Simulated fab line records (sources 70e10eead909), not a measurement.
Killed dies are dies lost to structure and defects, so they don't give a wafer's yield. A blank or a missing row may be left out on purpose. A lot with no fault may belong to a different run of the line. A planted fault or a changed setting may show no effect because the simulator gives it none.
fab line records + flow nand_harc
record
- lots=5
- wafers=15
- last_day=24
route steps=1159 shown P_ZERO_WELL@68 P_STI@69 END@1159
lots with no fault: from the same line, run without faults
start_h: start of the lot's first displayed wafer, in hours after the record's first day + wait_h: how many hours have passed since the lot's step before this one + " as in the row above + L1.1+2: a single row standing in for several wafers + - either no value or no given start + * or withheld: withheld + < > ~ a bound
route shown NAME@n: names a module that has steps shown in the file, with the first one's number in the route + usual: average and standard deviation across the fault-free wafers + same: alike in all rows + chamber/n: place in a boat + sites: per-site readings + _std_site: the standard deviation of these + _edge_site: mean of outer sites minus mean of inner sites + radius_mm: for every site, how far away it sits from the centre of the wafer + mask NAME#n: copy n + behind: tool/chamber where the wafer was last shaped + hold: the reason the lot was held/the length of the hold in hours/how it ended + device: whichever transistor did not switch (one of n, p or np) + end of line: tests run on the same wafers once the route is complete + for a step that has no rows: nothing shown but its recipe + killed: dies that structure and defects cost at the first sort, which is not the same as the wafer's yield + map: a wafer's dies, marking killed ones x, the rest . and places with no die _
set.NAME: the setting as run; set.NAME@STEP: as run at that earlier step + model.NAME: the simulator's own value behind a step, which no gauge read
certain route steps with their lots: each step a table, each wafer a row
services: from which hour (start_h, from the record's first day; less than 0 if before it) a tool's chamber was out of use, for how many hours, and why
## steps
# step NHARC_P_ZERO_WELL_INSPECT_43
# usual
- raw_defect_count=13/5.5
| lot.wafer | tool              | chamber | start_h | wait_h | raw_defect_count |
|-----------|-------------------|---------|---------|--------|------------------|
| L366.2    | defect_inspect-01 | -       | 37.52   | 0.5    | 10               |
| L366.4    | "                 | -       | "       | "      | 8                |
| L366.5    | "                 | -       | "       | "      | 7                |
| L376.1    | defect_inspect-01 | -       | 97.87   | 0.6    | 13               |
| L376.4    | "                 | -       | "       | "      | 7                |
| L376.5    | "                 | -       | "       | "      | 11               |
| L380.2    | defect_inspect-01 | -       | 121.85  | 0.5    | 20               |
| L380.4    | "                 | -       | "       | "      | 23               |
| L380.5    | "                 | -       | "       | "      | 10               |
| L385.3    | defect_inspect-02 | -       | 151.72  | 0.3    | 7                |
| L385.5    | "                 | -       | "       | "      | 12               |
| L385.6    | "                 | -       | "       | "      | 14               |
| L386.2    | defect_inspect-02 | -       | 157.62  | 0.5    | 8                |
| L386.3    | "                 | -       | "       | "      | 20               |
| L386.5    | "                 | -       | "       | "      | 10               |
# step NHARC_P_STI_ETCH_26
# recipe
- target_depth_a=110
- chemistry=dHF
- material=SiO2
# step NHARC_P_STI_PRECLEAN_27
# recipe
- time_s=*
- temp_c=50
- bath_age_min=0
- chemistry=SC1
# step NHARC_P_STI_SRD_28
# step NHARC_P_STI_OXIDE_29
# recipe
- target_thk_a=100
- temp_c=900
- ox_time_s=1362
- material=SiO2
# step NHARC_P_STI_HM_DEP_30
# recipe
- target_thk_a=800
- temp_c=790
- pressure_mtorr=300
- time_s=873
- material=Si3N4
# step NHARC_P_STI_DEHYDRATE_01
# recipe
- temp_c=150
- time_s=120
# step NHARC_P_STI_HMDS_02
# recipe
- time_s=30
# step NHARC_P_STI_COAT_41
# recipe
- temp_c=200
- time_s=65
# step NHARC_P_STI_COAT_03
# recipe
- spin_rpm=2000
- resist_thk_nm=600
# step NHARC_P_STI_SOFTBAKE_04
# recipe
- temp_c=125
- time_s=70
# step NHARC_P_STI_EBR_05
# step NHARC_P_STI_EXPOSE_06
# recipe
- na=0.55
- target_cd_nm=200
- dose_mj=37.69
- mask_id=P_STI
# usual
- stage_vel_mm_s=500.00/0.22
| lot.wafer | tool           | chamber | start_h | wait_h | mask       | stage_vel_mm_s |
|-----------|----------------|---------|---------|--------|------------|----------------|
| L366.2    | krf_scanner-04 | 0       | 53.04   | -      | P_STI_R1#0 | 499.77         |
| L366.4    | "              | 0       | "       | "      | P_STI_R1#0 | 499.42         |
| L366.5    | "              | 0       | "       | "      | P_STI_R1#0 | 499.81         |
| L376.1    | krf_scanner-01 | 0       | 113.01  | -      | P_STI#0    | 499.81         |
| L376.4    | "              | 0       | "       | "      | P_STI#0    | 500.09         |
| L376.5    | "              | 0       | "       | "      | P_STI#0    | 499.94         |
| L380.2    | krf_scanner-01 | 0       | 139.95  | -      | P_STI#0    | 499.92         |
| L380.4    | "              | 0       | "       | "      | P_STI#0    | 499.91         |
| L380.5    | "              | 0       | "       | "      | P_STI#0    | 500.24         |
| L385.3    | krf_scanner-04 | 0       | 168.48  | -      | P_STI#0    | 500.47         |
| L385.5    | "              | 0       | "       | "      | P_STI#0    | 500.38         |
| L385.6    | "              | 0       | "       | "      | P_STI#0    | 500.57         |
| L386.2    | krf_scanner-01 | 0       | 172.84  | -      | P_STI#0    | 500.00         |
| L386.3    | "              | 0       | "       | "      | P_STI#0    | 500.10         |
| L386.5    | "              | 0       | "       | "      | P_STI#0    | 499.92         |
# step NHARC_P_STI_PEB_07
# recipe
- peb_temp_c=128
- peb_time_s=80
# step NHARC_P_STI_DEVELOP_08
# recipe
- time_s=50
- dev_temp_c=22
# step NHARC_P_STI_CD_MEAS_09
# recipe
- target_cd_nm=200
- landing_energy_ev=500
# usual
- cd_nm=199.6/1.9
| lot.wafer | tool      | chamber | start_h | wait_h | cd_nm |
|-----------|-----------|---------|---------|--------|-------|
| L366.2    | cd_sem-03 | 0       | 53.19   | -      | 238.8 |
| L366.4    | "         | 0       | "       | "      | 241.2 |
| L366.5    | "         | 0       | "       | "      | 240.3 |
| L376.1    | cd_sem-02 | 0       | 113.16  | -      | 198.2 |
| L376.4    | "         | 0       | "       | "      | 202.2 |
| L376.5    | "         | 0       | "       | "      | 200.7 |
| L380.2    | cd_sem-03 | 0       | 140.10  | -      | 198.5 |
| L380.4    | "         | 0       | "       | "      | 199.6 |
| L380.5    | "         | 0       | "       | "      | 198.7 |
| L385.3    | cd_sem-02 | 0       | 168.64  | -      | 196.0 |
| L385.5    | "         | 0       | "       | "      | 197.0 |
| L385.6    | "         | 0       | "       | "      | 197.3 |
| L386.2    | cd_sem-01 | 0       | 172.99  | -      | 198.8 |
| L386.3    | "         | 0       | "       | "      | 200.0 |
| L386.5    | "         | 0       | "       | "      | 197.8 |
# step NHARC_P_STI_OVL_MEAS_10
# usual
- overlay_x_nm=1/4.9
- overlay_y_nm=1/4.6
| lot.wafer | tool       | chamber | start_h | wait_h | overlay_x_nm | overlay_y_nm |
|-----------|------------|---------|---------|--------|--------------|--------------|
| L366.2    | overlay-01 | -       | 53.28   | -      | 7            | -6           |
| L366.4    | "          | -       | "       | "      | 7            | -6           |
| L366.5    | "          | -       | "       | "      | 7            | -6           |
| L376.1    | overlay-02 | -       | 113.25  | -      | -6           | -5           |
| L376.4    | "          | -       | "       | "      | -6           | -4           |
| L376.5    | "          | -       | "       | "      | -6           | -5           |
| L380.2    | overlay-02 | -       | 140.19  | -      | 3            | -2           |
| L380.4    | "          | -       | "       | "      | 4            | -1           |
| L380.5    | "          | -       | "       | "      | 3            | -1           |
| L385.3    | overlay-02 | -       | 168.72  | -      | 0            | 5            |
| L385.5    | "          | -       | "       | "      | 1            | 5            |
| L385.6    | "          | -       | "       | "      | 1            | 5            |
| L386.2    | overlay-02 | -       | 173.07  | -      | 9            | 7            |
| L386.3    | "          | -       | "       | "      | 9            | 7            |
| L386.5    | "          | -       | "       | "      | 9            | 7            |
# step NHARC_P_STI_INSPECT_11
# usual
- raw_defect_count=5.4/2.5
| lot.wafer | tool              | chamber | start_h | wait_h | raw_defect_count |
|-----------|-------------------|---------|---------|--------|------------------|
| L366.2    | defect_inspect-01 | -       | 53.31   | 0.0    | 2                |
| L366.4    | "                 | -       | "       | "      | 9                |
| L366.5    | "                 | -       | "       | "      | 7                |
| L376.1    | defect_inspect-02 | -       | 113.29  | 0.0    | 14               |
| L376.4    | "                 | -       | "       | "      | 7                |
| L376.5    | "                 | -       | "       | "      | 5                |
| L380.2    | defect_inspect-01 | -       | 140.22  | 0.0    | 4                |
| L380.4    | "                 | -       | "       | "      | 8                |
| L380.5    | "                 | -       | "       | "      | 7                |
| L385.3    | defect_inspect-01 | -       | 168.76  | 0.0    | 4                |
| L385.5    | "                 | -       | "       | "      | 5                |
| L385.6    | "                 | -       | "       | "      | 6                |
| L386.2    | defect_inspect-01 | -       | 173.11  | 0.0    | 4                |
| L386.3    | "                 | -       | "       | "      | 8                |
| L386.5    | "                 | -       | "       | "      | 8                |
# step NHARC_P_STI_HARDBAKE_13
# recipe
- temp_c=118
- time_s=65
# step NHARC_P_STI_DESCUM_14
# recipe
- time_s=3
- o2_flow_sccm=200
- ar_flow_sccm=0
- bias_power_w=0
- chemistry=O2
# usual
- drypump_motor_current_A=5.9/0.47
- oes_product_au=0.999/0.0078
- rf_vpp_V=57.9/0.94
- showerhead_plenum_p_Torr=1.91/0.075
- throttle_valve_pct=11.311/0.0099
| lot.wafer | tool        | chamber | start_h | wait_h | drypump_motor_current_A | oes_product_au | rf_hours_counter_h | rf_vpp_V | showerhead_plenum_p_Torr | throttle_valve_pct | model.P_STI.cd_nm |
|-----------|-------------|---------|---------|--------|-------------------------|----------------|--------------------|----------|--------------------------|--------------------|-------------------|
| L366.4    | rie_diel-12 | 3       | 53.45   | -      | 5.5                     | 1.002          | 0.9                | 55.7     | 1.92                     | 11.333             | 240.9             |
| L366.2    | "           | 1       | "       | "      | 5.6                     | 1.002          | 1.0                | 58.7     | 1.92                     | 11.290             | 238.6             |
| L366.5    | "           | 3       | "       | "      | 5.5                     | 1.005          | -                  | 58.1     | 1.92                     | 11.318             | 239.6             |
| L376.1    | rie_diel-12 | 3       | 113.43  | -      | 5.5                     | 1.001          | 3.0                | 56.9     | 1.92                     | 11.321             | 197.8             |
| L376.4    | "           | 0       | "       | "      | 6.4                     | 0.990          | 3.0                | 59.3     | 2.04                     | 11.309             | 202.2             |
| L376.5    | "           | 2       | "       | "      | 6.4                     | 1.005          | -                  | 59.3     | 1.91                     | 11.328             | 200.8             |
| L380.2    | rie_diel-04 | 3       | 140.37  | -      | 6.4                     | 0.986          | 1.0                | 56.6     | 1.81                     | 11.308             | 198.7             |
| L380.4    | "           | 0       | "       | "      | 5.0                     | 0.998          | 0.9                | 58.6     | 1.99                     | 11.314             | 198.8             |
| L380.5    | "           | 2       | "       | "      | 6.3                     | 0.993          | -                  | 57.6     | 1.82                     | 11.325             | 198.5             |
| L385.3    | rie_diel-04 | 0       | 168.89  | -      | 5.1                     | 0.997          | 2.9                | 58.0     | 1.98                     | 11.310             | 195.7             |
| L385.6    | "           | 0       | "       | "      | 5.1                     | 1.003          | -                  | 58.2     | 1.98                     | 11.305             | 196.9             |
| L385.5    | "           | 1       | "       | "      | 5.4                     | 0.995          | -                  | 57.0     | 1.86                     | 11.311             | 196.9             |
| L386.3    | rie_diel-04 | 2       | 173.25  | -      | 6.4                     | 0.989          | 3.5                | 57.9     | 1.82                     | 11.307             | 199.8             |
| L386.2    | "           | 1       | "       | "      | 5.4                     | 0.978          | 3.7                | 56.5     | 1.86                     | 11.308             | 198.5             |
| L386.5    | "           | 2       | "       | "      | 6.4                     | 1.000          | -                  | 55.7     | 1.82                     | 11.297             | 198.1             |
# step NHARC_P_STI_ETCH_42
# recipe
- target_depth_a=800
- overetch_a=240
- time_s=61
- ion_energy_ev=200
- n2_flow_sccm=150
- h2_flow_sccm=150
- ar_flow_sccm=0
- rf_w=400
- bias_w=150
- chemistry=N2/H2
# usual
- drypump_motor_current_A=5.9/0.48
- oes_product_au=0.999/0.008
- rf_vpp_V=430.5/2.5
- showerhead_plenum_p_Torr=2.04/0.086
- throttle_valve_pct=14.171/0.0098
| lot.wafer | tool        | chamber | start_h | wait_h | drypump_motor_current_A | oes_product_au | rf_hours_counter_h | rf_vpp_V | showerhead_plenum_p_Torr | throttle_valve_pct |
|-----------|-------------|---------|---------|--------|-------------------------|----------------|--------------------|----------|--------------------------|--------------------|
| L366.4    | rie_diel-12 | 1       | 53.54   | 0.1    | 5.6                     | 0.990          | 1.0                | 430.5    | 2.05                     | 14.174             |
| L366.2    | "           | 3       | "       | "      | 5.5                     | 0.995          | 1.0                | 429.4    | 2.04                     | 14.180             |
| L366.5    | "           | 1       | "       | "      | 5.6                     | 1.003          | -                  | 430.4    | 2.05                     | 14.163             |
| L376.4    | rie_diel-12 | 2       | 113.52  | 0.1    | 6.4                     | 1.001          | 3.0                | 431.4    | 2.04                     | 14.173             |
| L376.1    | "           | 3       | "       | "      | 5.5                     | 1.010          | 3.0                | 430.8    | 2.04                     | 14.176             |
| L376.5    | "           | 1       | "       | "      | 5.6                     | 0.999          | -                  | 430.9    | 2.05                     | 14.174             |
| L380.2    | rie_diel-04 | 0       | 140.44  | 0.1    | 5.1                     | 0.999          | 1.0                | 433.1    | 2.12                     | 14.175             |
| L380.4    | "           | 1       | "       | "      | 5.4                     | 0.992          | 1.2                | 430.0    | 1.98                     | 14.180             |
| L380.5    | "           | 1       | "       | "      | 5.4                     | 0.986          | -                  | 429.2    | 1.98                     | 14.187             |
| L385.3    | rie_diel-04 | 0       | 168.99  | 0.1    | 5.1                     | 0.995          | 2.9                | 432.3    | 2.12                     | 14.165             |
| L385.6    | "           | 1       | "       | "      | 5.4                     | 0.992          | -                  | 429.1    | 1.98                     | 14.178             |
| L385.5    | "           | 2       | "       | "      | 6.3                     | 1.003          | -                  | 427.8    | 1.94                     | 14.174             |
| L386.2    | rie_diel-04 | 1       | 173.34  | 0.1    | 5.4                     | 0.991          | 3.7                | 427.7    | 1.98                     | 14.175             |
| L386.3    | "           | 3       | "       | "      | 6.4                     | 0.989          | 3.0                | 427.9    | 1.92                     | 14.200             |
| L386.5    | "           | 2       | "       | "      | 6.3                     | 1.006          | -                  | 429.1    | 1.94                     | 14.177             |
# step NHARC_P_STI_ETCH_31
# recipe
- target_depth_a=1089
- time_s=54.5
- cf4_flow_sccm=100
- chf3_flow_sccm=30
- ar_flow_sccm=0
- rf_w=500
- bias_w=200
- chemistry=CF4/CHF3
# usual
- cf4_flow_sccm=100.0/0.3
- drypump_motor_current_A=5.9/0.49
- oes_product_au=0.959/0.017
- rf_vpp_V=370.5/2
- showerhead_plenum_p_Torr=1.57/0.058
- throttle_valve_pct=16.803/0.0087
| lot.wafer | tool        | chamber | start_h | wait_h | cf4_flow_sccm | drypump_motor_current_A | oes_product_au | rf_hours_counter_h | rf_vpp_V | showerhead_plenum_p_Torr | throttle_valve_pct |
|-----------|-------------|---------|---------|--------|---------------|-------------------------|----------------|--------------------|----------|--------------------------|--------------------|
| L366.4    | rie_diel-12 | 1       | -       | -      | 99.9          | 5.6                     | 0.970          | 1.0                | 371.7    | 1.58                     | 16.806             |
| L366.2    | "           | 2       | "       | "      | 100.4         | 6.4                     | 0.952          | 1.0                | 370.6    | 1.57                     | 16.802             |
| L366.5    | "           | 0       | "       | "      | 100.5         | 6.3                     | 0.980          | -                  | 373.6    | 1.67                     | 16.812             |
| L376.1    | rie_diel-12 | 2       | -       | -      | 99.5          | 6.4                     | 0.960          | 3.0                | 371.9    | 1.57                     | 16.811             |
| L376.4    | "           | 0       | "       | "      | 100.5         | 6.3                     | 0.968          | 3.0                | 372.8    | 1.67                     | 16.814             |
| L376.5    | "           | 3       | "       | "      | 100.0         | 5.5                     | 0.965          | -                  | 371.6    | 1.58                     | 16.801             |
| L380.2    | rie_diel-04 | 1       | -       | -      | 100.1         | 5.4                     | 0.929          | 1.3                | 369.8    | 1.53                     | 16.803             |
| L380.4    | "           | 2       | "       | "      | 100.3         | 6.4                     | 0.944          | 1.3                | 366.7    | 1.50                     | 16.808             |
| L380.5    | "           | 1       | "       | "      | 100.0         | 5.4                     | 0.931          | -                  | 369.8    | 1.53                     | 16.791             |
| L385.3    | rie_diel-04 | 0       | -       | -      | 100.1         | 5.0                     | 0.950          | 2.9                | 371.8    | 1.63                     | 16.786             |
| L385.6    | "           | 3       | "       | "      | 99.7          | 6.4                     | 0.980          | -                  | 367.7    | 1.49                     | 16.800             |
| L385.5    | "           | 0       | "       | "      | 99.9          | 5.0                     | 0.944          | -                  | 371.9    | 1.63                     | 16.824             |
| L386.2    | rie_diel-04 | 3       | -       | -      | 100.2         | 6.4                     | 0.955          | 3.1                | 367.4    | 1.49                     | 16.808             |
| L386.3    | "           | 2       | "       | "      | 100.2         | 6.3                     | 0.970          | 3.6                | 368.7    | 1.50                     | 16.793             |
| L386.5    | "           | 3       | "       | "      | 99.8          | 6.4                     | 0.956          | -                  | 368.2    | 1.49                     | 16.799             |
# step NHARC_P_STI_ETCH_15
# recipe
- target_depth_a=3000
- taper_deg=4
- time_s=100.1
- hbr_flow_sccm=150
- cl2_flow_sccm=50
- rf_w=400
- icp_w=400
- bias_w=100
- chemistry=HBr/Cl2
# usual
- drypump_motor_current_A=5.6/0.44
- he_backside_leak_sccm=2.6/0.4
- mfc_cl2_sccm=49.99/0.14
- oes_product_au=0.999/0.0091
- throttle_valve_pct=26.407/0.011
| lot.wafer | tool      | chamber | start_h | wait_h | drypump_motor_current_A | he_backside_leak_sccm | mfc_cl2_sccm | oes_product_au | rf_hours_counter_h | throttle_valve_pct | model.P_STI.cd_nm |
|-----------|-----------|---------|---------|--------|-------------------------|-----------------------|--------------|----------------|--------------------|--------------------|-------------------|
| L366.2    | rie_si-04 | 1       | 53.75   | -      | 5.3                     | 2.4                   | 50.22        | 0.993          | 0.8                | 26.419             | 237.3             |
| L366.4    | "         | 2       | "       | "      | 6.5                     | 2.9                   | 49.85        | 0.984          | 0.8                | 26.393             | 239.9             |
| L366.5    | "         | 0       | "       | "      | 6.3                     | 3.0                   | 50.01        | 0.993          | -                  | 26.405             | 237.9             |
| L376.1    | rie_si-01 | 1       | 113.70  | -      | 5.3                     | 2.3                   | 49.81        | 1.002          | 1.2                | 26.407             | 196.9             |
| L376.4    | "         | 2       | "       | "      | 5.4                     | 2.4                   | 49.92        | 0.994          | 0.7                | 26.411             | 202.2             |
| L376.5    | "         | 1       | "       | "      | 5.3                     | 2.3                   | 50.02        | 1.000          | -                  | 26.409             | 199.3             |
| L380.2    | rie_si-06 | 2       | 140.65  | -      | 6.3                     | 2.6                   | 49.84        | 1.006          | 0.8                | 26.410             | 198.6             |
| L380.4    | "         | 3       | "       | "      | 5.6                     | 2.5                   | 49.98        | 0.995          | 0.9                | 26.414             | 198.3             |
| L380.5    | "         | 1       | "       | "      | 5.3                     | 2.8                   | 49.96        | 1.020          | -                  | 26.423             | 197.5             |
| L385.3    | rie_si-01 | 0       | 169.17  | -      | 5.2                     | 2.9                   | 50.07        | 0.995          | 0.3                | 26.396             | 195.4             |
| L385.6    | "         | 0       | "       | "      | 5.3                     | 2.8                   | 50.10        | 1.002          | -                  | 26.413             | 196.8             |
| L385.5    | "         | 1       | "       | "      | 5.3                     | 2.3                   | 50.14        | 0.994          | -                  | 26.406             | 196.8             |
| L386.3    | rie_si-06 | 0       | 173.54  | -      | 5.0                     | 2.5                   | 49.90        | 1.006          | 1.2                | 26.399             | 199.6             |
| L386.2    | "         | 1       | "       | "      | 5.2                     | 2.7                   | 50.08        | 1.003          | 1.0                | 26.408             | 198.1             |
| L386.5    | "         | 3       | "       | "      | 5.7                     | 2.4                   | 49.94        | 1.011          | -                  | 26.402             | 198.6             |
# step NHARC_P_STI_CD_MEAS_16
# usual
- cd_nm=199.2/2.1
| lot.wafer | tool      | chamber | start_h | wait_h | cd_nm |
|-----------|-----------|---------|---------|--------|-------|
| L366.2    | cd_sem-01 | -       | 53.88   | -      | 237.1 |
| L366.4    | "         | -       | "       | "      | 239.8 |
| L366.5    | "         | -       | "       | "      | 237.7 |
| L376.1    | cd_sem-02 | -       | 113.86  | -      | 196.9 |
| L376.4    | "         | -       | "       | "      | 202.0 |
| L376.5    | "         | -       | "       | "      | 199.1 |
| L380.2    | cd_sem-03 | -       | 140.80  | -      | 198.5 |
| L380.4    | "         | -       | "       | "      | 198.4 |
| L380.5    | "         | -       | "       | "      | 197.4 |
| L385.3    | cd_sem-02 | -       | 169.34  | -      | 195.7 |
| L385.5    | "         | -       | "       | "      | 196.6 |
| L385.6    | "         | -       | "       | "      | 196.7 |
| L386.2    | cd_sem-03 | -       | 173.69  | -      | 198.1 |
| L386.3    | "         | -       | "       | "      | 199.6 |
| L386.5    | "         | -       | "       | "      | 198.5 |
# step NHARC_P_STI_OCD_MEAS_17
# usual
- trench_depth_nm=300/3.5
- trench_foot_cd_nm=157.7/2
| lot.wafer | tool   | chamber | start_h | wait_h | trench_depth_nm | trench_foot_cd_nm |
|-----------|--------|---------|---------|--------|-----------------|-------------------|
| L366.2    | ocd-02 | -       | 53.97   | 0.1    | 299             | 196.7             |
| L366.4    | "      | -       | "       | "      | 294             | 199.7             |
| L366.5    | "      | -       | "       | "      | 300             | 198.2             |
| L376.1    | ocd-02 | -       | 113.95  | 0.1    | 300             | 156.2             |
| L376.4    | "      | -       | "       | "      | 296             | 160.4             |
| L376.5    | "      | -       | "       | "      | 302             | 158.2             |
| L380.2    | ocd-02 | -       | 140.88  | 0.1    | 303             | 156.1             |
| L380.4    | "      | -       | "       | "      | 299             | 157.9             |
| L380.5    | "      | -       | "       | "      | 306             | 155.6             |
| L385.3    | ocd-02 | -       | 169.43  | 0.1    | 300             | 154.0             |
| L385.5    | "      | -       | "       | "      | 300             | 154.8             |
| L385.6    | "      | -       | "       | "      | 301             | 155.0             |
| L386.2    | ocd-02 | -       | 173.78  | 0.1    | 304             | 155.5             |
| L386.3    | "      | -       | "       | "      | 303             | 157.7             |
| L386.5    | "      | -       | "       | "      | 304             | 156.0             |
# step NHARC_P_STI_STRIP_19
# recipe
- time_s=900
- temp_c=130
- chemistry=SPM
# step NHARC_END_SORT_01
# recipe
- temp_c=25
# usual
- killed_at_array=26/9.9
- killed_at_other=0.8/1
- killed_at_periphery=2.8/2.2
- killed_dies=29/9.9
- killed_open=3.2/1.8
- killed_short=2.1/1.4
# same
- gross_dies=677
| lot.wafer | tool      | chamber | start_h | wait_h | killed_at_array | killed_at_other | killed_at_periphery | killed_dies | killed_open | killed_short |
|-----------|-----------|---------|---------|--------|-----------------|-----------------|---------------------|-------------|-------------|--------------|
| L366.2    | prober-01 | 0       | 452.52  | 2.8    | 16              | 1               | 1                   | 18          | 7           | 3            |
| L366.4    | prober-01 | 0       | 454.15  | 3.4    | 14              | 1               | 2                   | 17          | 3           | 4            |
| L366.5    | prober-01 | 0       | 454.97  | 3.8    | 12              | 0               | 5                   | 17          | 3           | 1            |
| L385.3    | prober-01 | 0       | 575.18  | 3.1    | 21              | 1               | 6                   | 28          | 3           | 2            |
| L385.5    | prober-01 | 0       | 576.77  | 3.7    | 21              | 1               | 8                   | 30          | 3           | 3            |
| L385.6    | prober-01 | 0       | 577.57  | 4.0    | 13              | 2               | 10                  | 25          | 5           | 4            |
# killed by level:class
L366.2 A_CONTACT:geometric_particle:open=2 A_CHANNEL_HOLE_D1:chamber_film_flake=2 A_CHANNEL_FILL_D1:chamber_film_flake=2 P_CONTACT:geometric_particle:open=1 A_CHANNEL_FILL_D1:geometric_particle:open=1 A_CHANNEL_FILL_D1:geometric_particle:short=1 A_SGD_CUT:geometric_particle:open=1 A_WL_FILL:geometric_particle:short=1
L366.4 A_CONTACT:chamber_film_flake=4 A_CHANNEL_FILL_D1:geometric_particle:short=2 A_WL_FILL:chamber_film_flake=2 A_SOURCE_PLATE:geometric_particle:short=1 A_CHANNEL_FILL_D1:geometric_particle:open=1 A_STAIRCASE:geometric_particle:open=1 A_M1:geometric_particle:open=1 STARTING-WAFER:geometric_particle:short=1
L366.5 P_GATE:chamber_film_flake=3 A_CONTACT:chamber_film_flake=3 A_SLIT:chamber_film_flake=2 A_WL_FILL:chamber_film_flake=2 P_GATE:geometric_particle:open=1 P_M2:geometric_particle:open=1 A_SOURCE_PLATE:geometric_particle:open=1 A_ONON_D1:geometric_particle:short=1
L385.3 A_CHANNEL_HOLE_D1:chamber_film_flake=13 A_CONTACT:chamber_film_flake=3 P_M1:chamber_film_flake=2 P_GATE:geometric_particle:open=1 P_M2:geometric_particle:short=1 A_CHANNEL_FILL_D1:geometric_particle:short=1 A_CHANNEL_FILL_D1:geometric_particle:open=1 A_WL_FILL:geometric_particle:open=1
L385.5 A_CHANNEL_HOLE_D1:chamber_film_flake=8 A_CONTACT:chamber_film_flake=7 P_M1:chamber_film_flake=5 P_CONTACT:geometric_particle:open=1 P_M2:geometric_particle:open=1 A_ONON_D1:geometric_particle:open=1 A_ONON_D1:geometric_particle:short=1 A_CHANNEL_FILL_D1:geometric_particle:short=1
L385.6 P_M1:chamber_film_flake=4 A_STAIRCASE:chamber_film_flake=4 A_CONTACT:chamber_film_flake=4 A_CHANNEL_HOLE_D1:chamber_film_flake=2 P_ZERO_WELL:geometric_particle:short=1 P_CONTACT:geometric_particle:open=1 P_M0:geometric_particle:open=1 P_M0:geometric_particle:short=1
## services
| tool           | chamber | start_h | hours | kind   |
|----------------|---------|---------|-------|--------|
| rie_diel-04    | 0       | 41.90   | -     | clean  |
| rie_diel-04    | 1       | 41.90   | -     | clean  |
| rie_diel-04    | 2       | 41.90   | -     | clean  |
| rie_diel-04    | 3       | 41.90   | -     | clean  |
| krf_scanner-04 | -       | 45.40   | 0.7   | repair |
| rie_diel-04    | 0       | 66.40   | -     | clean  |
| rie_diel-04    | 1       | 66.40   | -     | clean  |
| rie_diel-04    | 2       | 66.40   | -     | clean  |
| rie_diel-04    | 3       | 66.40   | -     | clean  |
| rie_diel-04    | 0       | 74.52   | 7.4   | repair |
| rie_diel-12    | 0       | 83.27   | 3.6   | repair |
| krf_scanner-01 | -       | 84.00   | 4.0   | pm     |
| rie_diel-04    | 0       | 90.90   | -     | clean  |
| rie_diel-04    | 1       | 90.90   | -     | clean  |
| rie_diel-04    | 2       | 90.90   | -     | clean  |
| rie_si-06      | -       | 94.58   | 0.3   | repair |
| rie_si-04      | -       | 99.00   | 9.0   | pm     |
| krf_scanner-04 | -       | 108.14  | 1.2   | repair |
| rie_diel-04    | -       | 111.90  | 9.0   | pm     |
| krf_scanner-04 | -       | 113.00  | 1.2   | repair |
| krf_scanner-04 | -       | 126.00  | 4.0   | pm     |
| rie_si-01      | -       | 127.00  | 9.0   | pm     |
| rie_si-04      | 1       | 136.38  | 3.1   | repair |
| rie_diel-12    | -       | 149.33  | 0.8   | repair |
## key
first_sign
- step=NHARC_P_STI_EXPOSE_06
- reading=mask
- direction=changed
effect
- step=NHARC_P_STI_CD_MEAS_09
- reading=cd_nm
- direction=up
- sigmas=21
- usual=199.6
- struck=240.1
effect
- step=NHARC_P_STI_CD_MEAS_16
- reading=cd_nm
- direction=up
- sigmas=19
- usual=199.2
- struck=238.2
effect
- step=NHARC_P_STI_OCD_MEAS_17
- reading=trench_foot_cd_nm
- direction=up
- sigmas=20
- usual=157.7
- struck=198.2
model_effect
- step=NHARC_P_STI_DESCUM_14
- value=P_STI.cd_nm
- without=200
- struck=239.7
model_effect
- step=NHARC_P_STI_ETCH_15
- value=P_STI.cd_nm
- without=198.6
- struck=238.3
met_at NHARC_P_STI_EXPOSE_06
struck_wafers L366.2,L366.4,L366.5
tester_left_out L366
fault
- kind=wrong_mask
- tool=any
- chamber=-
- onset_h=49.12
- steps=NHARC_P_STI_EXPOSE_06
- aux_copy=P_STI_R1#0
- cd_offset_nm=39.773
- scope=struck_lots_only
# tester_left_out: of these lots the tester's yield and bins aren't shown, on N5 and GAA mostly nor the transistor test; their killed dies are dies lost to structure and defects alone, not to doping, threshold or leakage, so they don't give the yield
